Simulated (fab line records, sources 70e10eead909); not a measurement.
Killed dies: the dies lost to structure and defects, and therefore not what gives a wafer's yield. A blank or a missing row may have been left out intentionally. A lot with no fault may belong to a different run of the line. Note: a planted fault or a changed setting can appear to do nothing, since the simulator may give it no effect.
Which tool did it? | flow nand-harc | Sampling: 24 lots, 72 wafers, 6 of 1302 route steps

## WHAT EACH GAUGE READ, for each wafer
NHARC_P_ZERO_WELL_CD_MEAS_11 targets a cd of 500 nm. Usual: cd-nm 498.5 nm, standard deviation 1.7.
lot  | measured     | on        | cd-nm (nm)        | flag
L074 | day 1 21:15  | cd-sem-01 | 498.6 498.4 499.0 |
L075 | day 2 07:16  | cd-sem-01 | 497.4 497.0 495.3 |
L076 | day 2 17:15  | cd-sem-03 | 498.7 497.6 496.9 |
L077 | day 3 03:18  | cd-sem-03 | 497.4 498.0 498.3 |
L078 | day 3 13:08  | cd-sem-01 | 499.0 495.6 495.0 |
L079 | day 3 23:16  | cd-sem-01 | 498.8 498.1 498.6 |
L080 | day 4 09:14  | cd-sem-01 | 499.5 497.7 498.3 |
L081 | day 4 19:19  | cd-sem-03 | 499.8 498.1 497.5 |
L082 | day 5 05:15  | cd-sem-03 | 499.5 499.6 499.7 |
L083 | day 5 15:14  | cd-sem-01 | 500.3 500.1 498.4 |
L084 | day 6 01:15  | cd-sem-02 | 498.9 497.0 496.3 |
L085 | day 6 11:16  | cd-sem-01 | 496.4 501.2 497.4 |
L086 | day 6 21:19  | cd-sem-01 | 497.7 499.6 501.2 |
L087 | day 7 07:14  | cd-sem-03 | 497.0 500.3 501.4 |
L088 | day 7 17:07  | cd-sem-03 | 498.1 500.0 499.5 |
L089 | day 8 03:16  | cd-sem-02 | 498.6 498.6 500.5 |
L090 | day 8 13:15  | cd-sem-03 | 499.4 501.5 500.7 |
L091 | day 8 23:07  | cd-sem-02 | 500.3 500.5 501.1 |
L092 | day 9 09:14  | cd-sem-02 | 498.1 495.2 499.6 |
L093 | day 9 19:15  | cd-sem-03 | 498.1 497.9 499.4 |
L094 | day 10 05:26 | cd-sem-03 | 498.6 498.6 498.4 |
L095 | day 10 15:07 | cd-sem-01 | 497.3 494.7 498.9 |
L096 | day 11 01:08 | cd-sem-02 | 498.8 497.3 498.4 |
L097 | day 11 11:15 | cd-sem-03 | 498.1 499.4 498.7 |

NHARC_P_STI_OCD_MEAS_43. Usual: trench-depth-nm 297 nm, standard deviation 3.7; trench-foot-cd-nm 157.5 nm, standard deviation 2.3.
lot  | measured     | on     | trench-depth-nm (nm) | trench-foot-cd-nm (nm) | flag
L074 | day 2 20:13  | ocd-01 | 298 305 304          | 157.7 155.1 158.1      |
L075 | day 3 09:27  | ocd-02 | 295 298 303          | 158.3 158.7 160.4      |
L076 | day 3 15:32  | ocd-02 | 291 302 292          | 160.3 156.9 158.1      |
L077 | day 4 02:53  | ocd-02 | 295 298 298          | 159.6 158.8 155.3      |
L078 | day 4 13:06  | ocd-01 | 291 298 302          | 158.7 154.5 157.0      |
L079 | day 4 22:20  | ocd-02 | 291 294 297          | 156.9 156.5 154.0      |
L080 | day 5 07:32  | ocd-01 | 295 292 295          | 152.3 155.8 154.8      |
L081 | day 5 18:35  | ocd-02 | 297 293 296          | 156.8 155.1 152.1      |
L082 | day 6 05:14  | ocd-01 | 294 303 298          | 157.4 159.9 157.3      |
L083 | day 6 14:39  | ocd-01 | 299 295 297          | 157.4 155.3 157.7      |
L084 | day 6 23:59  | ocd-01 | 307 300 303          | 159.8 158.4 158.8      |
L085 | day 7 09:30  | ocd-01 | 295 295 293          | 157.3 157.8 157.5      |
L086 | day 7 20:01  | ocd-01 | 295 295 296          | 156.3 158.6 154.7      |
L087 | day 8 06:07  | ocd-01 | 298 297 291          | 157.6 159.5 159.5      |
L088 | day 8 15:58  | ocd-01 | 298 302 296          | 156.5 155.5 155.9      |
L089 | day 9 01:43  | ocd-01 | 293 295 294          | 159.1 162.0 158.9      |
L090 | day 9 11:32  | ocd-01 | 297 292 297          | 160.5 159.9 162.7      |
L091 | day 9 21:58  | ocd-01 | 302 291 294          | 158.2 157.1 156.3      |
L092 | day 10 08:26 | ocd-01 | 298 299 296          | 157.7 158.6 159.9      |
L093 | day 10 18:17 | ocd-01 | 303 299 301          | 159.6 155.7 156.0      |
L094 | day 11 04:58 | ocd-02 | 298 293 301          | 158.7 153.6 154.6      |
L095 | day 11 13:53 | ocd-02 | 297 305 293          | 155.7 156.3 160.7      |
L096 | day 12 00:12 | ocd-02 | 299 291 297          | 160.6 160.6 158.9      |
L097 | day 12 09:38 | ocd-02 | 295 304 298          | 161.2 157.4 161.6      |

NHARC_P_GATE_CD_MEAS_91 targets a cd of 2000 nm. Usual: cd-nm 2000.7 nm, standard deviation 2.
lot  | measured     | on        | cd-nm (nm)           | flag
L074 | day 5 13:03  | cd-sem-02 | 2002.0 2000.1 1999.4 |
L075 | day 6 02:32  | cd-sem-03 | 2002.5 2002.1 2005.1 |
L076 | day 6 07:55  | cd-sem-02 | 1997.5 1999.6 2000.9 |
L077 | day 6 17:53  | cd-sem-01 | 1999.7 1999.5 2001.0 |
L078 | day 9 21:29  | cd-sem-01 | 2001.5 1999.7 2000.8 |
L079 | day 10 09:26 | cd-sem-03 | 2004.1 2000.9 2000.9 |
L080 | day 10 03:50 | cd-sem-02 | 2002.8 2005.1 2002.6 |
L081 | day 9 20:41  | cd-sem-03 | 2000.6 1999.4 2000.9 |
L082 | day 9 20:10  | cd-sem-01 | 2001.1 2001.6 2002.1 |
L083 | day 10 03:01 | cd-sem-03 | 1996.6 2000.0 1998.6 |
L084 | day 10 04:08 | cd-sem-03 | 2000.6 2000.1 2002.7 |
L085 | day 10 12:21 | cd-sem-03 | 1997.5 1999.1 1996.8 |
L086 | day 10 15:58 | cd-sem-02 | 1999.5 2002.3 2000.1 |
L087 | day 11 13:59 | cd-sem-02 | 2000.1 2002.4 2001.2 |
L088 | day 11 15:12 | cd-sem-02 | 2000.4 2003.7 2001.5 |
L089 | day 11 18:33 | cd-sem-03 | 2000.4 2001.3 1999.6 |
L090 | day 12 07:13 | cd-sem-03 | 2002.8 2002.4 2004.3 |
L091 | day 12 13:59 | cd-sem-02 | 2000.4 2000.1 2000.4 |
L092 | day 13 08:23 | cd-sem-03 | 1998.7 2000.0 1998.7 |
L093 | day 13 10:17 | cd-sem-02 | 1999.9 1998.8 1998.3 |
L094 | day 13 21:37 | cd-sem-02 | 2000.4 2002.1 1997.2 |
L095 | day 14 17:34 | cd-sem-01 | 2003.1 2003.8 2000.8 |
L096 | day 14 23:44 | cd-sem-02 | 2001.6 2000.2 2000.2 |
L097 | day 15 04:55 | cd-sem-03 | 1998.3 2002.6 2000.8 |

## EACH LOT AND THE TOOL THAT RAN IT (in order: tool; ch and the chambers of the sampled wafers; start)
lot  | NHARC_P_ZERO_WELL_DESCUM_54        | NHARC_P_GATE_DESCUM_48             | NHARC_P_GATE_STRIP_75
L074 | rie-diel-10 ch 2,3, day 2 01:54    | rie-diel-11 ch 0,1,3, day 5 09:47  | plasma-asher-01 ch 0,1, day 5 10:26
L075 | rie-diel-06 ch 0,2,3, day 2 11:50  | rie-diel-11 ch 0,1,2, day 5 23:22  | plasma-asher-02 ch 0,1, day 6 00:02
L076 | rie-diel-10 ch 0,2,3, day 2 22:02  | rie-diel-11 ch 2,3, day 6 04:37    | plasma-asher-01 ch 0,1, day 6 05:16
L077 | rie-diel-10 ch 2,3, day 3 08:11    | rie-diel-05 ch 1,2, day 6 14:34    | plasma-asher-01 ch 0,1, day 6 15:14
L078 | rie-diel-01 ch 0,2,3, day 3 17:55  | rie-diel-05 ch 0,1,3, day 9 18:11  | plasma-asher-02 ch 0,1, day 9 18:52
L079 | rie-diel-10 ch 1,3, day 4 03:58    | rie-diel-09 ch 0,3, day 10 06:07   | plasma-asher-02 ch 0,1, day 10 06:49
L080 | rie-diel-01 ch 1,2,3, day 4 14:13  | rie-diel-09 ch 1,2,3, day 10 00:22 | plasma-asher-02 ch 0,1, day 10 01:04
L081 | rie-diel-06 ch 1,2,3, day 5 00:06  | rie-diel-09 ch 1,2, day 9 17:22    | plasma-asher-02 ch 0,1, day 9 18:02
L082 | rie-diel-01 ch 1,2, day 5 10:02    | rie-diel-05 ch 0,2,3, day 9 16:49  | plasma-asher-01 ch 0,1, day 9 17:30
L083 | rie-diel-06 ch 0,1,3, day 5 19:39  | rie-diel-05 ch 0,2,3, day 9 23:43  | plasma-asher-01 ch 0,1, day 10 00:23
L084 | rie-diel-01 ch 0,1, day 6 06:01    | rie-diel-11 ch 0,1,3, day 10 00:49 | plasma-asher-01 ch 0,1, day 10 01:29
L085 | rie-diel-01 ch 0,1,2, day 6 16:01  | rie-diel-05 ch 0,1,3, day 10 09:04 | plasma-asher-02 ch 0,1, day 10 09:44
L086 | rie-diel-06 ch 0,1,2, day 7 01:52  | rie-diel-11 ch 0,2,3, day 10 12:39 | plasma-asher-01 ch 0,1, day 10 13:20
L087 | rie-diel-01 ch 0,1, day 7 11:54    | rie-diel-05 ch 0,2,3, day 11 10:31 | plasma-asher-01 ch 0,1, day 11 11:10
L088 | rie-diel-06 ch 1,2, day 7 21:48    | rie-diel-05 ch 2,3, day 11 11:46   | plasma-asher-01 ch 0,1, day 11 12:43
L089 | rie-diel-06 ch 0,1,2, day 8 08:00  | rie-diel-09 ch 1,2, day 11 15:00   | plasma-asher-01 ch 0,1, day 11 15:45
L090 | rie-diel-06 ch 1,2, day 8 17:55    | rie-diel-11 ch 0,1,3, day 12 03:53 | plasma-asher-01 ch 1, day 12 04:33
L091 | rie-diel-06 ch 0,2,3, day 9 03:56  | rie-diel-05 ch 2,3, day 12 10:40   | plasma-asher-02 ch 0,1, day 12 11:22
L092 | rie-diel-06 ch 0,2,3, day 9 14:19  | rie-diel-09 ch 2,3, day 13 05:06   | plasma-asher-02 ch 0,1, day 13 05:46
L093 | rie-diel-10 ch 0,1, day 9 23:58    | rie-diel-11 ch 2,3, day 13 06:49   | plasma-asher-02 ch 0,1, day 13 07:36
L094 | rie-diel-01 ch 0,1,2, day 10 09:59 | rie-diel-09 ch 1,2,3, day 13 18:16 | plasma-asher-01 ch 0,1, day 13 18:57
L095 | rie-diel-10 ch 1,2, day 10 19:49   | rie-diel-05 ch 0,1,2, day 14 14:21 | plasma-asher-01 ch 0,1, day 14 15:01
L096 | rie-diel-01 ch 0,1,3, day 11 06:05 | rie-diel-05 ch 0,3, day 14 20:29   | plasma-asher-02 ch 0,1, day 14 21:11
L097 | rie-diel-06 ch 0,1,2, day 11 16:04 | rie-diel-09 ch 0,1,2, day 15 01:50 | plasma-asher-01 ch 0,1, day 15 02:28
- NHARC_P_ZERO_WELL_DESCUM_54: chemistry O2, time 3 s.
- NHARC_P_GATE_DESCUM_48: chemistry O2, time 3 s.
- NHARC_P_GATE_STRIP_75: strips in O2.

## WHAT THE TOOLS THEMSELVES READ (means of the sampled wafers that have a number; where no wafer has one, the mark that the record gives instead)
NHARC_P_ZERO_WELL_DESCUM_54. Usual: drypump-motor-current-A 5.9 A, standard deviation 0.63; oes-product-au 1.001 a.u., standard deviation 0.0089; rf-vpp-V 57.8 V, standard deviation 0.93; showerhead-plenum-p-Torr 1.91 Torr, standard deviation 0.067; throttle-valve-pct 11.312 %, standard deviation 0.0099.
lot  | tool        | drypump-motor-current-A (A) | oes-product-au (a.u.) | rf-vpp-V (V) | showerhead-plenum-p-Torr (Torr) | throttle-valve-pct (%) | flag
L074 | rie-diel-10 | 5.3                         | 1.014                 | 57.8         | 1.99                            | 11.315                 |
L075 | rie-diel-06 | 6.0                         | 0.997                 | 56.9         | 1.88                            | 11.318                 |
L076 | rie-diel-10 | 5.2                         | 1.016                 | 57.9         | 1.94                            | 11.305                 |
L077 | rie-diel-10 | 5.3                         | 1.009                 | 57.8         | 1.99                            | 11.323                 |
L078 | rie-diel-01 | 5.9                         | 1.004                 | 58.4         | 1.95                            | 11.314                 |
L079 | rie-diel-10 | 5.5                         | 0.997                 | 58.7         | 1.98                            | 11.321                 |
L080 | rie-diel-01 | 5.8                         | 1.013                 | 58.3         | 1.90                            | 11.312                 |
L081 | rie-diel-06 | 5.9                         | 1.000                 | 57.9         | 1.90                            | 11.314                 |
L082 | rie-diel-01 | 5.3                         | 1.007                 | 57.4         | 1.90                            | 11.322                 |
L083 | rie-diel-06 | 6.1                         | 0.992                 | 58.4         | 1.92                            | 11.305                 |
L084 | rie-diel-01 | 6.5                         | 1.001                 | 57.9         | 1.90                            | 11.313                 |
L085 | rie-diel-01 | 5.9                         | 0.998                 | 56.4         | 1.92                            | 11.309                 |
L086 | rie-diel-06 | 6.3                         | 0.998                 | 57.6         | 1.89                            | 11.300                 |
L087 | rie-diel-01 | 6.5                         | 0.996                 | 57.5         | 1.95                            | 11.305                 |
L088 | rie-diel-06 | 6.0                         | 0.992                 | 58.1         | 1.87                            | 11.312                 |
L089 | rie-diel-06 | 6.3                         | 1.000                 | 57.7         | 1.89                            | 11.304                 |
L090 | rie-diel-06 | 6.0                         | 0.996                 | 57.5         | 1.86                            | 11.315                 |
L091 | rie-diel-06 | 6.0                         | 0.994                 | 57.1         | 1.87                            | 11.308                 |
L092 | rie-diel-06 | 6.1                         | 0.993                 | 57.9         | 1.86                            | 11.314                 |
L093 | rie-diel-10 | 5.7                         | 1.005                 | 57.0         | 1.83                            | 11.315                 |
L094 | rie-diel-01 | 6.0                         | 1.006                 | 58.2         | 1.92                            | 11.320                 |
L095 | rie-diel-10 | 5.3                         | 1.005                 | 57.2         | 1.83                            | 11.317                 |
L096 | rie-diel-01 | 6.4                         | 1.006                 | 58.3         | 1.91                            | 11.320                 |
L097 | rie-diel-06 | 6.3                         | 0.996                 | 57.0         | 1.88                            | 11.323                 |

NHARC_P_GATE_DESCUM_48. Usual: drypump-motor-current-A 5.8 A, standard deviation 0.46; oes-product-au 0.999 a.u., standard deviation 0.0094; rf-vpp-V 57.7 V, standard deviation 0.83; showerhead-plenum-p-Torr 1.89 Torr, standard deviation 0.072; throttle-valve-pct 11.310 %, standard deviation 0.009.
lot  | tool        | drypump-motor-current-A (A) | oes-product-au (a.u.) | rf-vpp-V (V) | showerhead-plenum-p-Torr (Torr) | throttle-valve-pct (%) | flag
L074 | rie-diel-11 | 5.9                         | 0.994                 | 57.5         | 1.93                            | 11.306                 |
L075 | rie-diel-11 | 5.6                         | 0.985                 | 57.4         | 1.88                            | 11.298                 |
L076 | rie-diel-11 | 5.7                         | 0.998                 | 57.9         | 1.93                            | 11.308                 |
L077 | rie-diel-05 | 5.4                         | 1.015                 | 57.7         | 1.93                            | 11.308                 |
L078 | rie-diel-05 | 5.9                         | 1.004                 | 58.2         | 1.90                            | 11.315                 |
L079 | rie-diel-09 | 6.4                         | 1.001                 | 56.9         | 1.85                            | 11.305                 |
L080 | rie-diel-09 | 6.0                         | 0.995                 | 56.8         | 1.90                            | 11.320                 |
L081 | rie-diel-09 | 5.6                         | 1.013                 | 57.9         | 1.90                            | 11.317                 |
L082 | rie-diel-05 | 5.7                         | 1.003                 | 58.2         | 1.88                            | 11.305                 |
L083 | rie-diel-05 | 5.7                         | 1.007                 | 57.9         | 1.88                            | 11.310                 |
L084 | rie-diel-11 | 5.9                         | 0.999                 | 57.1         | 1.92                            | 11.311                 |
L085 | rie-diel-05 | 5.9                         | 1.004                 | 57.4         | 1.90                            | 11.312                 |
L086 | rie-diel-11 | 5.8                         | 0.999                 | 56.9         | 1.95                            | 11.305                 |
L087 | rie-diel-05 | 5.7                         | 0.995                 | 58.8         | 1.88                            | 11.303                 |
L088 | rie-diel-05 | 5.3                         | 0.999                 | 57.5         | 1.86                            | 11.314                 |
L089 | rie-diel-09 | 5.9                         | 0.982                 | 57.2         | 1.92                            | 11.315                 |
L090 | rie-diel-11 | 5.8                         | 1.000                 | 58.3         | 1.92                            | 11.310                 |
L091 | rie-diel-05 | 5.4                         | 1.006                 | 58.2         | 1.86                            | 11.311                 |
L092 | rie-diel-09 | 6.4                         | 0.995                 | 57.6         | 1.91                            | 11.309                 |
L093 | rie-diel-11 | 5.7                         | 0.980                 | 58.1         | 1.92                            | 11.315                 |
L094 | rie-diel-09 | 6.0                         | 0.997                 | 58.5         | 1.90                            | 11.314                 |
L095 | rie-diel-05 | 5.5                         | 1.000                 | 58.0         | 1.93                            | 11.307                 |
L096 | rie-diel-05 | 6.1                         | 0.997                 | 57.1         | 1.85                            | 11.318                 |
L097 | rie-diel-09 | 5.9                         | 1.002                 | 57.5         | 1.87                            | 11.306                 |

NHARC_P_GATE_STRIP_75. Usual: drypump-motor-current-A 5.84 A, standard deviation 0.28; heater-power-w 336 W, standard deviation 25.
lot  | tool            | drypump-motor-current-A (A) | heater-power-w (W) | flag
L074 | plasma-asher-01 | 6.08                        | 348                |
L075 | plasma-asher-02 | 5.61                        | 365                |
L076 | plasma-asher-01 | 5.94                        | 331                |
L077 | plasma-asher-01 | 6.09                        | 345                |
L078 | plasma-asher-02 | 5.59                        | 364                |
L079 | plasma-asher-02 | 5.61                        | 368                |
L080 | plasma-asher-02 | 5.56                        | 363                |
L081 | plasma-asher-02 | 5.56                        | 359                |
L082 | plasma-asher-01 | 5.94                        | 315                |
L083 | plasma-asher-01 | 5.96                        | 313                |
L084 | plasma-asher-01 | 5.93                        | 312                |
L085 | plasma-asher-02 | 5.60                        | 368                |
L086 | plasma-asher-01 | 6.10                        | 326                |
L087 | plasma-asher-01 | 5.94                        | 314                |
L088 | plasma-asher-01 | 6.09                        | 326                |
L089 | plasma-asher-01 | 5.94                        | 311                |
L090 | plasma-asher-01 | 6.27                        | 334                |
L091 | plasma-asher-02 | 5.57                        | 336                |
L092 | plasma-asher-02 | 5.57                        | 338                |
L093 | plasma-asher-02 | 5.55                        | 340                |
L094 | plasma-asher-01 | 5.93                        | 309                |
L095 | plasma-asher-01 | 6.08                        | 325                |
L096 | plasma-asher-02 | 5.61                        | 339                |
L097 | plasma-asher-01 | 6.11                        | 328                |

## THE ANSWER, worked out from the rows above alone
Rule: a lot counts as off when the mean over its wafers that have a number is more than 3 standard deviations away from the usual mean. Also off: a lot with no number at a reading for which 4 or more lots have one. Any other lot the step has rows for is counted as sound. After the gauges, taken in route order, come the tools' own readings; for these a lot's mean is taken, as printed above. At the first step where some lot is off, the reading lying furthest off is the one used; lots without a number count as furthest.
None of the lots is off at any reading shown; this tells nothing.

## WHAT WAS PUT IN BY THE SIMULATOR
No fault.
